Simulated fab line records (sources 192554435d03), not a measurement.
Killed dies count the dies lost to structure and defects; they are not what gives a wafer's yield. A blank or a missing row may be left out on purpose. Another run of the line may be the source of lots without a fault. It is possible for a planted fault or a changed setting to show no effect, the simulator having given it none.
Chamber matching + flow n5_finfet + N5_FIN_SAQP_ETCH_64 on rie_si-04 has 4 sister chambers
The step etches SiO2 in CF4, target depth 1.5 nm. 16 wafers are shown with their chamber, then 8 later ones without.

WAFERS PAIRED WITH THEIR CHAMBERS
| wafer  | chamber | throttle_valve_pct (%) | drypump_motor_current_A (A) | oes_product_au (a.u.) |
|--------|---------|------------------------|-----------------------------|-----------------------|
| L075.2 | 0       | 21.80                  | 6.0                         | 1.025                 |
| L075.4 | 1       | 22.15                  | 6.1                         | 0.959                 |
| L075.6 | 2       | 21.73                  | 5.9                         | 0.982                 |
| L078.3 | 3       | 21.69                  | 6.6                         | 1.041                 |
| L078.4 | 0       | 21.82                  | 6.1                         | 1.030                 |
| L078.5 | 1       | 22.14                  | 6.1                         | 0.971                 |
| L083.1 | 1       | 22.16                  | 6.1                         | 0.973                 |
| L083.2 | 2       | 21.76                  | 5.9                         | 1.010                 |
| L083.4 | 0       | 21.81                  | 6.0                         | 1.026                 |
| L084.1 | 1       | 22.17                  | 6.1                         | 0.978                 |
| L084.2 | 3       | 21.71                  | 6.6                         | 1.064                 |
| L084.6 | 2       | 21.74                  | 6.0                         | 1.010                 |
| L085.2 | 3       | 21.73                  | 6.6                         | 1.047                 |
| L085.3 | 1       | 22.15                  | 6.1                         | 0.974                 |
| L085.6 | 1       | 22.17                  | 6.1                         | 0.969                 |
| L086.1 | 1       | 22.17                  | 6.1                         | 0.981                 |

SIGNATURES, as means of the wafers listed above
| reading                 | chamber 0 | chamber 1 | chamber 2 | chamber 3 | scatter within a chamber |
|-------------------------|-----------|-----------|-----------|-----------|--------------------------|
| throttle_valve_pct      | 21.8100   | 22.1586   | 21.7433   | 21.7100   | 0.014                    |
| drypump_motor_current_A | 6.033     | 6.100     | 5.933     | 6.600     | 0.0333                   |
| oes_product_au          | 1.02700   | 0.97214   | 1.00067   | 1.05067   | 0.00967                  |
Rule: a wafer's distance from a chamber is the root of the sum, over the readings, of the square of ((its reading less the chamber's mean) divided by the reading's scatter). The wafer belongs to the nearest chamber; if the next one is less than 2 further off, it can't be placed. How the scatter is found: for the shown wafers, subtract from each reading the mean of its chamber, square and add these, divide the total by (wafers less chambers), then take the root.

WAFERS MISSING THEIR CHAMBER
| wafer  | throttle_valve_pct (%) | drypump_motor_current_A (A) | oes_product_au (a.u.) |
|--------|------------------------|-----------------------------|-----------------------|
| L086.3 | 21.81                  | 6.0                         | 1.039                 |
| L086.6 | 21.73                  | 6.6                         | 1.045                 |
| L088.2 | 21.81                  | 6.0                         | 1.027                 |
| L088.3 | 22.16                  | 6.1                         | 0.981                 |
| L088.5 | 21.71                  | 6.6                         | 1.049                 |
| L095.2 | 21.72                  | 6.6                         | 1.047                 |
| L095.3 | 21.73                  | 5.9                         | 0.995                 |
| L095.4 | 22.16                  | 6.1                         | 0.979                 |

THE CHAMBER EACH PASSED THROUGH
| wafer  | from the rows above | in truth |
|--------|---------------------|----------|
| L086.3 | 0                   | 0        |
| L086.6 | 3                   | 3        |
| L088.2 | 0                   | 0        |
| L088.3 | 1                   | 1        |
| L088.5 | 3                   | 3        |
| L095.2 | 3                   | 3        |
| L095.3 | 2                   | 2        |
| L095.4 | 1                   | 1        |
Correctly placed: 8 of 8. Not placeable from these rows: 0. 0 placed wrongly.
